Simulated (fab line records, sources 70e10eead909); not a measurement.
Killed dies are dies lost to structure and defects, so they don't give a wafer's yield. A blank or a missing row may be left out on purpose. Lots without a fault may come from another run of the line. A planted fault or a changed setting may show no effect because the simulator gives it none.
Which tool did it? | flow nand_harc | 13 lots, 39 wafers sampled, at 5 steps of a route of 1302

WHAT THE GAUGES READ, wafer by wafer
NHARC_END_SORT_01. Usual: defect_limited_yield 91.0 %, standard deviation 2.8; killed_at_array 56, standard deviation 18; killed_at_other 1.4, standard deviation 1.5; killed_at_periphery 4, standard deviation 3.1; killed_dies 61, standard deviation 19; killed_open 3.5, standard deviation 1.8; killed_short 2.4, standard deviation 1.4.
lot  | measured     | on        | defect_limited_yield (%) | killed_at_array | killed_at_other | killed_at_periphery | killed_dies | killed_open | killed_short | flag
L689 | day 26 00:58 | prober-02 | 88.5 90.7 88.5           | 71 58 67        | 1 2 7           | 6 3 4               | 78 63 78    | 3 2 6       | 2 2 1        |
L703 | day 31 18:37 | prober-02 | 2.1 0.3 1.2              | 79 83 78        | 584 590 591     | 0 2 0               | 663 675 669 | 2 4 3       | 2 4 3        | OFF
L706 | day 33 06:40 | prober-02 | 92.2                     | 45              | 3               | 5                   | 53          | 1           | 0            |

WHICH TOOL RAN EACH LOT (tool, then ch and the chambers of the sampled wafers, then the start)
lot  | NHARC_A_BONDPAD_CMP_19        | NHARC_HYBRID_BOND_ACTIVATE_00      | NHARC_THIN_TSV_DEP_43           | NHARC_THIN_TSV_ETCH_59
L685 | cmp-04 ch 0,2,3, day 23 06:56 | rie_diel-06 ch 0,1, day 23 07:32   | pecvd-01 ch 1,2, day 23 18:49   | rie_metal-02 ch 0,1, day 24 01:58
L687 | cmp-01 ch 1,2,3, day 24 12:58 | rie_diel-06 ch 0,1,3, day 24 13:34 | pecvd-04 ch 0,1, day 25 00:59   | rie_metal-02 ch 1, day 25 07:56
L689 | cmp-04 ch 0,1,2, day 24 16:25 | rie_diel-06 ch 1,2,3, day 24 17:00 | pecvd-01 ch 2, day 25 05:22     | rie_metal-01 ch 0,1, day 25 13:03
L690 | cmp-01 ch 0,1,3, day 25 08:28 | rie_diel-06 ch 0,3, day 25 09:01   | pecvd-04 ch 0,1, day 25 20:25   | rie_metal-01 ch 0,1, day 26 03:28
L694 | cmp-01 ch 0,1,2, day 27 00:48 | rie_diel-13 ch 0,1,3, day 27 01:20 | pecvd-02 ch 0,1, day 27 14:49   | rie_metal-03 ch 0,1, day 27 21:55
L695 | cmp-04 ch 0,1, day 28 23:04   | rie_diel-03 ch 0,2,3, day 28 23:42 | pecvd-02 ch 0,1, day 29 11:20   | rie_metal-02 ch 0,1, day 29 18:11
L702 | cmp-03 ch 0,1,3, day 29 13:46 | rie_diel-06 ch 2,3, day 29 14:21   | pecvd-04 ch 1,2, day 30 01:49   | rie_metal-03 ch 0,1, day 30 09:37
L701 | cmp-03 ch 0,2, day 29 21:42   | rie_diel-13 ch 0,3, day 29 22:17   | pecvd-04 ch 0,2, day 30 10:07   | rie_metal-01 ch 0,1, day 30 16:57
L703 | cmp-03 ch 0,2, day 30 17:39   | rie_diel-06 ch 0,1,2, day 30 18:16 | pecvd-02 ch 0,2, day 31 03:55   | rie_metal-01 ch 0, day 31 10:50
L704 | cmp-04 ch 0,1, day 31 13:52   | rie_diel-06 ch 0,3, day 31 14:27   | pecvd-04 ch 0,1,2, day 32 02:11 | rie_metal-03 ch 0,1, day 32 09:04
L705 | cmp-01 ch 0,2,3, day 31 16:42 | rie_diel-06 ch 0,2,3, day 31 17:18 | pecvd-02 ch 0,1,2, day 32 10:45 | rie_metal-01 ch 0,1, day 32 17:33
L706 | cmp-01 ch 1,3, day 32 01:34   | rie_diel-06 ch 0,1,2, day 32 02:12 | pecvd-04 ch 0,1,2, day 32 12:03 | rie_metal-03 ch 0,1, day 32 18:53
L708 | cmp-03 ch 0,2, day 33 02:41   | rie_diel-06 ch 0,2,3, day 33 03:16 | pecvd-01 ch 1,2, day 33 14:33   | rie_metal-03 ch 0, day 33 21:47
- NHARC_A_BONDPAD_CMP_19: polishes, t overpolish 30 s, cu recess touch 16 s, target thk 169.82 nm.
- NHARC_HYBRID_BOND_ACTIVATE_00: chemistry N2, time 60 s.
- NHARC_THIN_TSV_DEP_43: deposits SiO2, target thk 1328.5 nm.
- NHARC_THIN_TSV_ETCH_59: etches the open film in Cl2/BCl3, target depth 880 nm, time 138.1 s.

WHAT THE TOOLS THEMSELVES READ (means of the sampled wafers that have a number; where no wafer has one, the mark that the record gives instead)
NHARC_A_BONDPAD_CMP_19. Usual: motor_current_A 12.7 A, standard deviation 1.4; overpolish_run_s 30.001 s, standard deviation 0.0095.
lot  | tool   | motor_current_A (A) | overpolish_run_s (s) | flag
L685 | cmp-04 | 12.2                | 29.998               |
L687 | cmp-01 | 13.8                | 29.999               |
L689 | cmp-04 | 12.2                | 30.001               |
L690 | cmp-01 | 13.1                | 30.001               |
L694 | cmp-01 | 14.1                | 30.003               |
L695 | cmp-04 | 12.2                | 29.987               |
L702 | cmp-03 | 12.6                | 29.994               |
L701 | cmp-03 | 13.6                | 29.990               |
L703 | cmp-03 | 12.7                | 30.006               |
L704 | cmp-04 | 12.3                | 30.006               |
L705 | cmp-01 | 12.7                | 30.003               |
L706 | cmp-01 | 14.2                | 29.995               |
L708 | cmp-03 | 13.4                | 29.999               |

NHARC_HYBRID_BOND_ACTIVATE_00. Usual: drypump_motor_current_A 5.7 A, standard deviation 0.4; oes_product_au 1.004 a.u., standard deviation 0.0086; rf_vpp_V 63.9 V, standard deviation 0.84; showerhead_plenum_p_Torr 1.73 Torr, standard deviation 0.086.
lot  | tool        | drypump_motor_current_A (A) | oes_product_au (a.u.) | rf_vpp_V (V) | showerhead_plenum_p_Torr (Torr) | flag
L685 | rie_diel-06 | 6.1                         | 0.999                 | 63.0         | 1.64                            |
L687 | rie_diel-06 | 5.7                         | 0.997                 | 63.1         | 1.68                            |
L689 | rie_diel-06 | 5.6                         | 1.003                 | 64.4         | 1.76                            |
L690 | rie_diel-06 | 5.7                         | 1.014                 | 64.7         | 1.72                            |
L694 | rie_diel-13 | 5.6                         | 0.997                 | 63.6         | 1.74                            |
L695 | rie_diel-03 | 5.9                         | 0.990                 | 63.8         | 1.70                            |
L702 | rie_diel-06 | 5.4                         | 1.012                 | 64.5         | 1.80                            |
L701 | rie_diel-13 | 5.4                         | 0.999                 | 63.5         | 1.76                            |
L703 | rie_diel-06 | 5.9                         | 1.003                 | 64.2         | 1.71                            |
L704 | rie_diel-06 | 6.0                         | 1.007                 | 62.9         | 1.68                            |
L705 | rie_diel-06 | 5.8                         | 1.006                 | 64.4         | 1.76                            |
L706 | rie_diel-06 | 5.9                         | 1.003                 | 63.5         | 1.71                            |
L708 | rie_diel-06 | 5.8                         | 1.000                 | 63.9         | 1.76                            |

NHARC_THIN_TSV_DEP_43. Usual: mfc_precursor_sccm 161.4 sccm, standard deviation 0.47; throttle_valve_pct 16.3 %, standard deviation 0.57.
lot  | tool     | mfc_precursor_sccm (sccm) | throttle_valve_pct (%) | flag
L685 | pecvd-01 | 161.3                     | 16.0                   |
L687 | pecvd-04 | 161.7                     | 16.0                   |
L689 | pecvd-01 | 161.7                     | 16.3                   |
L690 | pecvd-04 | 161.2                     | 15.7                   |
L694 | pecvd-02 | 161.4                     | 16.4                   |
L695 | pecvd-02 | 161.0                     | 16.5                   |
L702 | pecvd-04 | 161.7                     | 16.4                   |
L701 | pecvd-04 | 160.9                     | 16.3                   |
L703 | pecvd-02 | 161.4                     | 16.9                   |
L704 | pecvd-04 | 161.5                     | 16.3                   |
L705 | pecvd-02 | 161.5                     | 16.9                   |
L706 | pecvd-04 | 161.2                     | 16.2                   |
L708 | pecvd-01 | 161.7                     | 15.9                   |

NHARC_THIN_TSV_ETCH_59. Usual: drypump_motor_current_A 5.4 A, standard deviation 0.43; oes_product_au 1.002 a.u., standard deviation 0.01; throttle_valve_pct 22.264 %, standard deviation 0.0091.
lot  | tool         | drypump_motor_current_A (A) | oes_product_au (a.u.) | throttle_valve_pct (%) | flag
L685 | rie_metal-02 | 5.6                         | 1.004                 | 22.274                 |
L687 | rie_metal-02 | 6.0                         | 0.997                 | 22.261                 |
L689 | rie_metal-01 | 5.7                         | 1.000                 | 22.255                 |
L690 | rie_metal-01 | 5.5                         | 0.996                 | 22.263                 |
L694 | rie_metal-03 | 4.9                         | 0.992                 | 22.271                 |
L695 | rie_metal-02 | 5.6                         | 1.016                 | 22.260                 |
L702 | rie_metal-03 | 5.1                         | 0.998                 | 22.258                 |
L701 | rie_metal-01 | 5.5                         | 1.011                 | 22.265                 |
L703 | rie_metal-01 | 5.9                         | 0.937                 | 22.266                 | OFF
L704 | rie_metal-03 | 4.9                         | 1.012                 | 22.260                 |
L705 | rie_metal-01 | 5.7                         | 0.959                 | 22.269                 | OFF
L706 | rie_metal-03 | 5.0                         | 0.997                 | 22.264                 |
L708 | rie_metal-03 | 4.8                         | 1.001                 | 22.260                 |

THE ANSWER, worked out from the rows above alone
Rule: a lot is off if the mean of its wafers that have a number lies more than 3 standard deviations from the usual mean. A lot without any number at a reading at which 4 lots or more have one is off too. The other lots that the step has rows for count as sound. The gauges are gone through in route order, then the tools' own readings, and for those a lot's mean is taken as printed above. The first step at which some lot is off is used, and at that step the reading that is off furthest; a lot without a number counts as furthest.
Off: L703, at NHARC_END_SORT_01 (killed_at_other). Neither off nor sound, because the step has no rows for them: L685, L687, L690, L694, L695, L702, L701, L704, L705, L708.
A tool fits if, at a process step before that reading, it ran every lot that is off, and no sound lot after the first of them. The gauges at NHARC_END_SORT_01 aren't tried: what is off there is off at NHARC_THIN_TSV_ETCH_59 too, on other tools, and a gauge's error can't cause that. Can't be told from this: 3 tools fit, cmp-03 at NHARC_A_BONDPAD_CMP_19, pecvd-02 at NHARC_THIN_TSV_DEP_43, rie_metal-01 at NHARC_THIN_TSV_ETCH_59.

WHAT THE SIMULATOR HAD PUT IN
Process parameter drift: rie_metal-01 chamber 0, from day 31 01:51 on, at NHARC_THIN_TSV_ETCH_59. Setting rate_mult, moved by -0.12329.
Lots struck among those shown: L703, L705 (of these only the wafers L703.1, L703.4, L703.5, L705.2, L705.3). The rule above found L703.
